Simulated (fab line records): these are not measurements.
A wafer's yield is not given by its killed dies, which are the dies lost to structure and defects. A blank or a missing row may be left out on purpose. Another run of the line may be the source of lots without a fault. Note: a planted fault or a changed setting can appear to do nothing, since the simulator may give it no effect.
A struck lot beside a sound one	flow n5Finfet	16 steps out of a route of 1938
Sound: the wafers L757.3, L757.4, L757.6. Wafers L769.1, L769.3, L769.4 were the ones struck. The cause is given at the end.
At each step with rows: each side's tool, then ch and its chambers, then its first start. Under that, the readings that differ: sound wafers	struck wafers	difference of the means	sigmas: that difference in standard deviations of wafers without a fault.
alike: readings with means less than 2 such deviations apart, plus words and numbers identical on both sides. not compared: withheld readings, readings lacking a value on some wafer, bounds such as >300 that could conceal the same value, and numbers that have no deviation in the record and whose values overlap.
Wherever a step has rows on one side only, a row that says differs or no value, or a row with sigmas, the two part there. Numbers that have no deviation but don't overlap get no sigmas and don't part them. A reading that every wafer of one side lacks parts them only if that side has two wafers or more.

first, 6 steps without rows for these wafers: N5_BEOL_M2_COAT_22 (resist thk 30 nm); N5_BEOL_M2_EBR_24; N5_BEOL_M2_SOFTBAKE_23 (time 60 s); N5_BEOL_M2_EXPOSE_25 (exposes mask V1, defocus 5 nm); N5_BEOL_M2_PEB_26 (peb time 60 s); N5_BEOL_M2_DEVELOP_27 (develop time 30 s).
N5_BEOL_M2_CD_MEAS_28: target cd 26.2 nm, target cd y 24.1 nm.
  sound on cdSem-03 ch 0, day 7 05:03; struck on cdSem-02 ch 0, day 10 04:45
  alike: cdNm
N5_BEOL_M2_OVL_MEAS_29:
  sound on overlay-02 ch 0, day 7 05:05; struck on overlay-01 ch 0, day 10 04:47
  alike: V1_OVL
N5_BEOL_M2_INSPECT_30: inspects for defects (brightfield).
  sound on defectInspect-02 at day 7 05:08; struck on defectInspect-01 at day 10 04:50
  alike: rawDefectCount
N5_BEOL_M2_DESCUM_33: chemistry O2, time 7 s.
  sound on rieDiel-03 ch 0,1, day 7 05:10; struck on rieDiel-03 ch 1,2,3, day 10 04:52
  alike: drypumpMotorCurrentA, oesProductAu, rfVppV, showerheadPlenumPTorr, throttleValvePct
  not compared: rfHoursCounterH
N5_BEOL_M2_ETCH_77: etches underlayer in N2/H2, target depth 6.5 nm, time 5.2 s.
  sound on rieDiel-03 ch 0,1, day 7 05:12; struck on rieDiel-03 ch 1,2,3, day 10 04:54
  alike: drypumpMotorCurrentA, etchRfOnTimeS, h2FlowSccm, oesProductAu, rfVppV, showerheadPlenumPTorr, throttleValvePct
  not compared: rfHoursCounterH
N5_BEOL_M2_ETCH_69: etches SiARC in CF4, target depth 15.6 nm, time 26 s.
  sound on rieDiel-03 ch 0,1, day 7 05:13; struck on rieDiel-03 ch 1,2,3, day 10 04:55
  alike: drypumpMotorCurrentA, etchRfOnTimeS, oesProductAu, rfVppV, showerheadPlenumPTorr, throttleValvePct
  not compared: rfHoursCounterH
N5_BEOL_M2_ALD_98: deposits SiO2, target thk 2.5 nm, pulse time 1 s, co reactant pulse time 1 s.
  sound on aldSin-03 ch 0,1, day 7 05:34; struck on aldSin-03 ch 0,1,2, day 10 05:00
  no value came back on the struck wafers for aldCycles, chamberPressureTorr (Torr), heaterPowerW (W), precursorPulseHeightRel; on the sound wafers aldCycles reads 17 17 17
  not compared: sinceWetCleanH
N5_BEOL_M2_ETCHBACK_99: etches SiO2 in CHF3, target depth 5 nm, time 10.4 s.
  sound on rieDiel-06 ch 0,1,2, day 7 09:26; struck on rieDiel-06 ch 1,2,3, day 10 08:24
  alike: drypumpMotorCurrentA, oesProductAu, rfVppV, showerheadPlenumPTorr, throttleValvePct
  not compared: rfHoursCounterH
N5_BEOL_M4_RC_MEAS_101:
  sound on prober-01 ch 0, day 8 07:28; struck on prober-02 ch 0, day 11 04:02
  alike: DIBL_N, DIBL_P, IOFF_N, IOFF_P, ION_N, ION_P, SS_N, SS_P, VT_N, VT_P
-- a jump in the record: the struck wafers' starts before and after are 5 days apart (it breaks off in module BEOL_M4 and resumes in module PASSIVATION, where the first step shown is number 1936 of the route) --
N5_PASSIVATION_PROBE_49:
  record: rows for the struck wafers here (prober-02, day 15 22:10), none for the sound ones

WHERE THEY PART
Earliest at N5_BEOL_M2_ALD_98; latest, in this record, at N5_PASSIVATION_PROBE_49.

WHY: what had been put in by the simulator
Step skipped in full: aldSin-03, at N5_BEOL_M2_ALD_98, from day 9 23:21 onward. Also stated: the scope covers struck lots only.
